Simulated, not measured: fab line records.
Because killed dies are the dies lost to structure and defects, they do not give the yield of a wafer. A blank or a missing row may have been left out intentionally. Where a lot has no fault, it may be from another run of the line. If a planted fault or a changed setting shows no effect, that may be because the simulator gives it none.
Split-lot trial	flow n5-finfet	on a route of 1938 steps: 7 lots, 21 wafers read

THE SPLIT
At N5_MOL_CONTACT_COAG_ALD_131 (deposits SiO2, target thk 5 nm, pulse time 1 s, co reactant pulse time 1 s), the setting ald-cycles was moved away from the recipe's 35 on 9 of the 21 wafers read, by -11.4% to +11.4%. The other wafers ran this setting at the recipe's value.

The reading is taken at the split's own step.

THE READING
SiO2_of_MOL_CONTACT_COAG_ALD_131.thk-nm (the simulator's own value, which no gauge read), in nm, at N5_MOL_CONTACT_COAG_ALD_131 (deposits SiO2, target thk 5 nm, pulse time 1 s, co reactant pulse time 1 s). There is no usual value for it anywhere in the file.

wafer	tool, chamber at the split	ald-cycles as run	against the recipe	SiO2_of_MOL_CONTACT_COAG_ALD_131.thk-nm, nm	against lot-mates on the recipe
L076.1	ald-sin-04, 1	33	-5.7%	4.8	-0.2
L076.5	ald-sin-04, 3	33	-5.7%	4.6	-0.4
L076.6	ald-sin-04, 2	35	recipe	5	-
L077.2	ald-sin-02, 0,2,0	39	+11.4%	5.6	no lot-mate on the recipe
L077.4	ald-sin-02, 0,2,0	39	+11.4%	5.6	no lot-mate on the recipe
L077.6	ald-sin-02, 0,2,0	39	+11.4%	5.6	no lot-mate on the recipe
L079.2	ald-sin-04, 1	35	recipe	5	-
L079.3	ald-sin-04, 3,2	33	-5.7%	4.8	-0.2
L079.4	ald-sin-04, 3,2	33	-5.7%	4.8	-0.2
L085.2	ald-sin-04, 0,1,3	35	recipe	5	-
L085.3	ald-sin-04, 0,1,3	35	recipe	5	-
L085.4	ald-sin-04, 0,1,3	35	recipe	5	-
L086.2	ald-sin-02, 2,3,0	35	recipe	5	-
L086.4	ald-sin-02, 2,3,0	35	recipe	5	-
L086.6	ald-sin-02, 2,3,0	35	recipe	5	-
L088.2	ald-sin-01, 1,3	31	-11.4%	4.4	-0.6
L088.5	ald-sin-01, 1,3	31	-11.4%	4.4	-0.6
L088.6	ald-sin-01, 0	35	recipe	5	-
L096.1	ald-sin-04, 0,2,3	35	recipe	5	-
L096.2	ald-sin-04, 0,2,3	35	recipe	5	-
L096.4	ald-sin-04, 0,2,3	35	recipe	5	-
If several chambers appear in one row, that row covers several wafers at once and the file leaves open which wafer was in which chamber.

FIT RESULTS
A straight line over all 21 wafers: SiO2_of_MOL_CONTACT_COAG_ALD_131.thk-nm changes by +0.0512 nm for each +1% of ald-cycles; r = +0.99; the points scatter about the line by 0.044 nm.
The same after taking each lot's own level away (the mean of its wafers on the recipe; 18 wafers): +0.0502 nm for each +1%; r = +0.97; scatter 0.048 nm.
According to that fit, moving ald-cycles by its largest amount changes the reading by 0.57 nm.
The lots' own levels span 5.00 to 5.00 nm.
So the lot-to-lot level changes the slope little: the two slopes agree.
Check: -0.552 nm against its lot-mates is what the line predicts for one of the wafers moved furthest among these (-11.4%) when that wafer is left out of the fit. It came out at -0.6 nm against them.

OTHER SPLITS APPLIED TO THESE WAFERS
Before the reading, these wafers also passed through other splits. Each is held against what the fit with the lots' levels taken away leaves over:
other split on the same wafers	wafers away from the commonest value	r with SiO2_of_MOL_CONTACT_COAG_ALD_131.thk-nm (lot level and that fit taken away)
N5_HKMG_FIN_HK_ALD_01 ald-cycles	8	+0.05
N5_HKMG_FIN_COAT_66 spin-rpm	8	+0.11
N5_MOL_CONTACT_COAG_EXPOSE_05 dose-mj	3	+0.04
N5_MOL_CONTACT_COAG_COAT_78 spin-rpm	6	+0.32

THE FILE'S OWN FIT
SiO2_of_MOL_CONTACT_COAG_ALD_131.thk-nm changes by +0.0496 nm for each +1% of ald-cycles, r = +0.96.
